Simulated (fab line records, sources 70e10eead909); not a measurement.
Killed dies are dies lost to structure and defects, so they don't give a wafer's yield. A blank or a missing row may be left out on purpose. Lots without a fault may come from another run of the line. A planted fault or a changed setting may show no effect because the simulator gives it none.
Chamber matching | flow nand_harc | NHARC_P_M1_DESCUM_14 on rie_diel-09: 4 sister chambers
The step chemistry O2, time 3 s. 14 wafers are shown with their chamber, then 7 later ones without.

WAFERS WITH THEIR CHAMBER
wafer  | chamber | oes_product_au (a.u.) | rf_vpp_V (V) | throttle_valve_pct (%)
L869.1 | 0       | 0.993                 | 59.5         | 11.301
L869.3 | 1       | 1.005                 | 58.5         | 11.315
L869.5 | 1       | 1.009                 | 57.9         | 11.311
L876.2 | 0       | 0.990                 | 58.8         | 11.315
L876.5 | 2       | 0.998                 | 58.5         | 11.316
L876.6 | 1       | 0.997                 | 58.4         | 11.304
L875.3 | 2       | 1.002                 | 57.7         | 11.311
L875.5 | 0       | 1.004                 | 58.0         | 11.304
L875.6 | 3       | 0.982                 | 57.0         | 11.322
L879.1 | 2       | 0.998                 | 58.6         | 11.307
L879.3 | 1       | 1.006                 | 56.7         | 11.312
L879.5 | 2       | 0.991                 | 60.0         | 11.316
L880.1 | 2       | 1.000                 | 58.1         | 11.333
L880.2 | 3       | 0.990                 | 56.6         | 11.302

SIGNATURES (means of the wafers above)
reading            | chamber 0 | chamber 1 | chamber 2 | chamber 3 | scatter within a chamber
oes_product_au     | 0.99567   | 1.00425   | 0.99780   | 0.98600   | 0.00537
rf_vpp_V           | 58.767    | 57.875    | 58.580    | 56.800    | 0.793
throttle_valve_pct | 11.30667  | 11.31050  | 11.31660  | 11.31200  | 0.00876
Rule: a wafer's distance from a chamber is the root of the sum, over the readings, of the square of ((its reading less the chamber's mean) divided by the reading's scatter). The wafer belongs to the nearest chamber; if the next one is less than 2 further off, it can't be placed. The scatter: the root of (the sum of the squares of (reading less its chamber's mean) over the shown wafers, divided by (wafers less chambers)).

WAFERS WITHOUT THEIR CHAMBER
wafer  | oes_product_au (a.u.) | rf_vpp_V (V) | throttle_valve_pct (%)
L880.6 | 0.981                 | 57.1         | 11.307
L882.2 | 0.993                 | 58.5         | 11.303
L882.3 | 1.004                 | 56.9         | 11.307
L882.4 | 0.991                 | 57.4         | 11.323
L887.1 | 1.002                 | 57.8         | 11.330
L887.2 | 0.997                 | 59.0         | 11.312
L887.3 | 1.011                 | 58.6         | 11.305

WHICH CHAMBER EACH WENT THROUGH
wafer  | from the rows above               | in truth
L880.6 | 3                                 | 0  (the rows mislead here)
L882.2 | can't be placed: 0 or 2 or 1 or 3 | 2
L882.3 | can't be placed: 1 or 2 or 0      | 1
L882.4 | can't be placed: 3 or 2 or 0 or 1 | 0
L887.1 | can't be placed: 2 or 1 or 0 or 3 | 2
L887.2 | can't be placed: 0 or 2 or 1      | 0
L887.3 | can't be placed: 1 or 2 or 0      | 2
Placed correctly: 0 of 7. Can't be placed from these rows: 6 (the true chamber is among the candidates in 6). Placed wrongly: 1.
